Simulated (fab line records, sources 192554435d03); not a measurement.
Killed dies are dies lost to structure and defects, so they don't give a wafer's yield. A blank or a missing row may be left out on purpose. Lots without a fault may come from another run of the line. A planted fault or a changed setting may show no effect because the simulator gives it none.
Which tool did it? | flow n5_finfet | 13 lots, 37 wafers sampled, at 4 steps of a route of 1938

WHAT THE GAUGES READ, wafer by wafer
N5_BEOL_M15_CD_MEAS_17: target cd 360 nm. Usual: cd_nm 361.3 nm, standard deviation 2.3.
lot  | measured     | on        | cd_nm (nm)        | flag
L264 | day 11 08:55 | cd_sem-03 | 360.5 364.0       |
L265 | day 11 12:24 | cd_sem-01 | 359.2 359.1 360.6 |
L267 | day 11 19:07 | cd_sem-03 | 360.6 356.3 359.0 |
L268 | day 12 04:56 | cd_sem-02 | 363.0 360.8 360.0 |
L269 | day 12 04:29 | cd_sem-01 | 363.3 364.0 363.7 |
L270 | day 12 17:35 | cd_sem-01 | 362.5 361.9 364.3 |
L272 | day 12 23:55 | cd_sem-01 | 362.5 363.6 361.4 |
L273 | day 13 10:46 | cd_sem-01 | 362.9 363.9 361.8 |
L275 | day 13 13:19 | cd_sem-01 | 357.9 358.1       |
L274 | day 13 13:56 | cd_sem-02 | 362.7 360.8 360.3 |
L276 | day 14 14:37 | cd_sem-02 | 358.1 358.7 363.4 |
L280 | day 16 09:14 | cd_sem-01 | 362.7 362.2 363.4 |
L283 | day 17 16:09 | cd_sem-01 | 361.5 361.5 363.0 |

N5_PASSIVATION_CD_MEAS_30: target cd 4000 nm. Usual: cd_nm 4000.5 nm, standard deviation 1.8.
lot  | measured     | on        | cd_nm (nm)           | flag
L264 | day 11 20:31 | cd_sem-03 | 4001.1 4002.8        |
L265 | day 12 01:52 | cd_sem-01 | 4001.0 3998.4 4002.5 |
L267 | day 12 09:55 | cd_sem-01 | 3999.8 3997.9 3999.4 |
L268 | day 12 22:14 | cd_sem-02 | 4001.8 4000.5 4000.4 |
L269 | day 12 21:07 | cd_sem-02 | 4001.0 4000.0 4002.1 |
L270 | day 13 12:23 | cd_sem-03 | 3999.2 4000.5 4000.4 |
L272 | day 13 11:43 | cd_sem-02 | 3997.0 4002.8 4000.1 |
L273 | day 14 01:43 | cd_sem-01 | 4002.8 4000.0 4002.7 |
L275 | day 13 23:58 | cd_sem-03 | 4000.0 4000.6        |
L274 | day 14 07:47 | cd_sem-02 | 4005.0 3999.2 4002.9 |
L276 | day 15 04:27 | cd_sem-03 | 3999.0 4001.4 4002.7 |
L280 | day 17 05:38 | cd_sem-01 | 3999.9 4001.3 4002.1 |
L283 | day 18 07:51 | cd_sem-01 | 4001.4 3999.9 4003.3 |

WHICH TOOL RAN EACH LOT (tool, then ch and the chambers of the sampled wafers, then the start)
lot  | N5_BEOL_M4_SPUTTER_79        | N5_MIM_TOP_SPUTTER_03
L264 | pvd_sputter-03, day 7 15:42  | pvd_sputter-02, day 11 15:16
L265 | pvd_sputter-01, day 8 01:52  | pvd_sputter-01, day 11 20:50
L267 | pvd_sputter-01, day 8 06:19  | pvd_sputter-03, day 12 04:56
L268 | pvd_sputter-02, day 8 21:14  | pvd_sputter-01, day 12 15:16
L269 | pvd_sputter-01, day 9 00:03  | pvd_sputter-01, day 12 14:40
L270 | pvd_sputter-02, day 9 10:34  | pvd_sputter-03, day 13 05:55
L272 | pvd_sputter-03, day 9 15:37  | pvd_sputter-01, day 13 07:27
L273 | pvd_sputter-03, day 9 18:34  | pvd_sputter-03, day 13 19:40
L275 | pvd_sputter-01, day 10 01:17 | pvd_sputter-02, day 13 19:27
L274 | pvd_sputter-01, day 10 03:08 | pvd_sputter-03, day 14 00:08
L276 | pvd_sputter-03, day 11 00:48 | pvd_sputter-02, day 14 23:30
L280 | pvd_sputter-01, day 12 18:51 | pvd_sputter-03, day 17 01:12
L283 | pvd_sputter-01, day 13 22:14 | pvd_sputter-01, day 18 02:32
- N5_BEOL_M4_SPUTTER_79: material Cu, target thk 4.5 nm, time 8.29 s.
- N5_MIM_TOP_SPUTTER_03: material TiN, target thk 35 nm, time 89.7 s.

WHAT THE TOOLS THEMSELVES READ (means of the sampled wafers that have a number; where no wafer has one, the mark that the record gives instead)
N5_BEOL_M4_SPUTTER_79. Usual: substrate_temp_c -20.01 C, standard deviation 0.11; throttle_valve_pct 30.4 %, standard deviation 1.4.
lot  | tool           | substrate_temp_c (C) | throttle_valve_pct (%) | flag
L264 | pvd_sputter-03 | -20.05               | 29.0                   |
L265 | pvd_sputter-01 | -20.05               | 31.5                   |
L267 | pvd_sputter-01 | -19.94               | 31.1                   |
L268 | pvd_sputter-02 | -20.04               | 30.4                   |
L269 | pvd_sputter-01 | -19.92               | 31.8                   |
L270 | pvd_sputter-02 | -19.91               | 31.2                   |
L272 | pvd_sputter-03 | -20.06               | 28.6                   |
L273 | pvd_sputter-03 | -20.16               | 29.4                   |
L275 | pvd_sputter-01 | -19.88               | 31.9                   |
L274 | pvd_sputter-01 | -19.94               | 32.0                   |
L276 | pvd_sputter-03 | -19.93               | 28.8                   |
L280 | pvd_sputter-01 | -19.95               | 31.5                   |
L283 | pvd_sputter-01 | -19.95               | 31.5                   |

N5_MIM_TOP_SPUTTER_03. Usual: substrate_temp_c 200.01 C, standard deviation 0.17; throttle_valve_pct 30.1 %, standard deviation 1.5.
lot  | tool           | substrate_temp_c (C) | throttle_valve_pct (%) | flag
L264 | pvd_sputter-02 | 199.79               | 30.0                   |
L265 | pvd_sputter-01 | 200.02               | 31.7                   |
L267 | pvd_sputter-03 | 200.26               | 29.3                   |
L268 | pvd_sputter-01 | 200.12               | 31.7                   |
L269 | pvd_sputter-01 | 199.97               | 31.6                   |
L270 | pvd_sputter-03 | 199.99               | 29.3                   |
L272 | pvd_sputter-01 | 200.03               | 31.2                   |
L273 | pvd_sputter-03 | 200.04               | 29.2                   |
L275 | pvd_sputter-02 | 200.16               | 30.0                   |
L274 | pvd_sputter-03 | 199.94               | 29.0                   |
L276 | pvd_sputter-02 | 199.96               | 30.6                   |
L280 | pvd_sputter-03 | 200.09               | 28.3                   |
L283 | pvd_sputter-01 | 199.98               | 31.5                   |

THE ANSWER, worked out from the rows above alone
Rule: a lot is off if the mean of its wafers that have a number lies more than 3 standard deviations from the usual mean. A lot without any number at a reading at which 4 lots or more have one is off too. The other lots that the step has rows for count as sound. The gauges are gone through in route order, then the tools' own readings, and for those a lot's mean is taken as printed above. The first step at which some lot is off is used, and at that step the reading that is off furthest; a lot without a number counts as furthest.
No lot is off at any reading shown: from this, nothing can be told.

WHAT THE SIMULATOR HAD PUT IN
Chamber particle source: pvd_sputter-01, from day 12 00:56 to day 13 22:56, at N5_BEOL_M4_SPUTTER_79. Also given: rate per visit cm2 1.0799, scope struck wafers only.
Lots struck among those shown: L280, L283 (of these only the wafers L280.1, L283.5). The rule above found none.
